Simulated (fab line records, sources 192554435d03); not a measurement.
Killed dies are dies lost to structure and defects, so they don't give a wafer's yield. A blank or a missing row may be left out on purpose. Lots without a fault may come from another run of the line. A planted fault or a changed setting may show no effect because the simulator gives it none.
A struck lot beside a sound one | flow n5_finfet | 15 steps out of a route of 1938
Sound: wafers L647.1, L647.2, L647.5. Struck: wafer L652.2. (L652.5 of the same lot was not struck and is left out.) The cause comes at the end.
At each step with rows: each side's tool, then ch and its chambers, then its first start. Under that, the readings that differ: sound wafers | struck wafers | difference of the means | sigmas: that difference in standard deviations of wafers without a fault.
alike: readings whose means differ by less than 2 such deviations, and words and numbers that are the same on both sides. not compared: withheld readings, readings that some wafer has no value for, bounds like >300 that may hide the same value, and numbers for which the record gives no deviation and whose values overlap.
The two part at a step that has a row with sigmas, a row that says differs or no value, or rows on one side only. Numbers that don't overlap but have no deviation are shown without sigmas and don't part them. A reading that every wafer of one side lacks parts them only if that side has two wafers or more.

N5_SD_ACTIVATION_RS_MEAS_03: measures by four-point-probe.
  sound on film_metro-01, day 3 09:22; struck on film_metro-02, day 4 16:05
  alike: RS_SD_N, RS_SD_P
N5_SD_ACTIVATION_INSPECT_02: inspects for defects (darkfield).
  sound on defect_inspect-02, day 3 09:41; struck on defect_inspect-02, day 4 16:23
  alike: raw_defect_count
N5_ILD0_LINER_00: material SiNx, target thk 4 nm, pulse time 1 s, purge time 2 s.
  sound on ald_sin-04 ch 1,3, day 3 09:43; struck on ald_sin-04 ch 1, day 4 16:26
  alike: chamber_pressure_Torr, heater_power_w, precursor_pulse_height_rel
then, 2 steps without rows for these wafers: N5_ILD0_FCVD_FILL_01 (material SiO2 flowable, target thk 200 nm, time 328.3 s); N5_ILD0_CURE_02 (time 1800 s).
N5_ILD0_CMP_03: polishes, stops on SiNx, t overpolish 1.9 s, target thk 197.38 nm.
  sound on cmp-04 ch 0,2,3, day 3 12:10; struck on cmp-03 ch 2, day 4 18:53
  alike: motor_current_A, overpolish_run_s, time_to_endpoint_s
  not compared: pad_life_wafers
N5_ILD0_THK_MEAS_04:
  sound on film_metro-01, day 3 12:23; struck on film_metro-02, day 4 19:06
  alike: thk_nm
N5_ILD0_CMP_07: polishes SiO2 flowable, stops on poly-Si, t overpolish 1.18 s, target thk 138.88 nm.
  sound on cmp-04 ch 0,2, day 3 12:27; struck on cmp-02 ch 3, day 4 19:10
  alike: motor_current_A
  not compared: pad_life_wafers
N5_ILD0_THK_MEAS_08:
  sound on film_metro-01, day 3 12:42; struck on film_metro-01, day 4 19:25
  alike: thk_nm
then, 1 step without rows for these wafers: N5_ILD0_PRECLEAN_10 (cleans in NF3:NH3, afs cycles 5, time 20 s, sublimation time 60 s).
N5_ILD0_ALD_15: deposits SiNx, target thk 24 nm, pulse time 1 s, ald cycles 480.
  sound on ald_sin-02 ch 1,2,3, day 3 13:25; struck on ald_sin-02 ch 1, day 4 20:20
  reading                    | sound             | struck | difference | sigmas
  precursor_pulse_height_rel | 1.007 1.016 1.013 | 0.953  | -0.059     | -3
  alike: chamber_pressure_Torr, heater_power_w
N5_ILD0_CMP_12: polishes SiNx, stops on poly-Si, t overpolish 6 s, target thk 17.67 nm.
  sound on cmp-03 ch 0,1,3, day 3 15:40; struck on cmp-03 ch 0, day 4 22:39
  reading                | sound    | struck | difference | sigmas
  time_to_endpoint_s (s) | 32 32 28 | 13     | -18        | -6
  alike: motor_current_A, overpolish_run_s
  not compared: pad_life_wafers
N5_ILD0_THK_MEAS_13:
  sound on film_metro-01, day 3 15:55; struck on film_metro-02, day 4 22:50
  reading     | sound          | struck | difference | sigmas
  thk_nm (nm) | 19.2 18.5 18.6 | 15.0   | -3.8       | -3
-- the record jumps here: 5 days lie between the struck wafers' starts before and after (it left off in module ILD0 and takes up again in module BEOL_M4, whose first step shown is number 1111 of the route) --
N5_BEOL_M4_RC_MEAS_101:
  sound on prober-01 ch 0, day 8 12:03; struck on prober-02 ch 0, day 9 23:25
  alike: DIBL_N, DIBL_P, IOFF_N, IOFF_P, ION_N, ION_P, SS_N, SS_P, VT_N, VT_P
-- the record jumps here: 5 days lie between the struck wafers' starts before and after (it left off in module BEOL_M4 and takes up again in module PASSIVATION, whose first step shown is number 1936 of the route) --
N5_PASSIVATION_PROBE_49:
  sound on prober-02, day 12 13:43; struck on prober-02, day 14 14:32
  reading             | sound    | struck | difference | sigmas
  killed_at_M4_up     | 9 6 10   | 18     | +10        | +2
  killed_at_contacts  | 35 20 28 | 10     | -18        | -3
  killed_at_front_end | 17 22 40 | 50     | +24        | +2
  alike: defect_limited_yield, killed_at_M0_to_M3, killed_at_other, killed_dies, killed_open, killed_short, sort_bin_4_leakage, sort_bin_5_function, sort_bin_6_memory, sort_bin_8_speed, sort_n_pass, sort_yield_pct

WHERE THEY PART
First at N5_ILD0_ALD_15; last, within this record, at N5_PASSIVATION_PROBE_49.

WHY: what the simulator had put in
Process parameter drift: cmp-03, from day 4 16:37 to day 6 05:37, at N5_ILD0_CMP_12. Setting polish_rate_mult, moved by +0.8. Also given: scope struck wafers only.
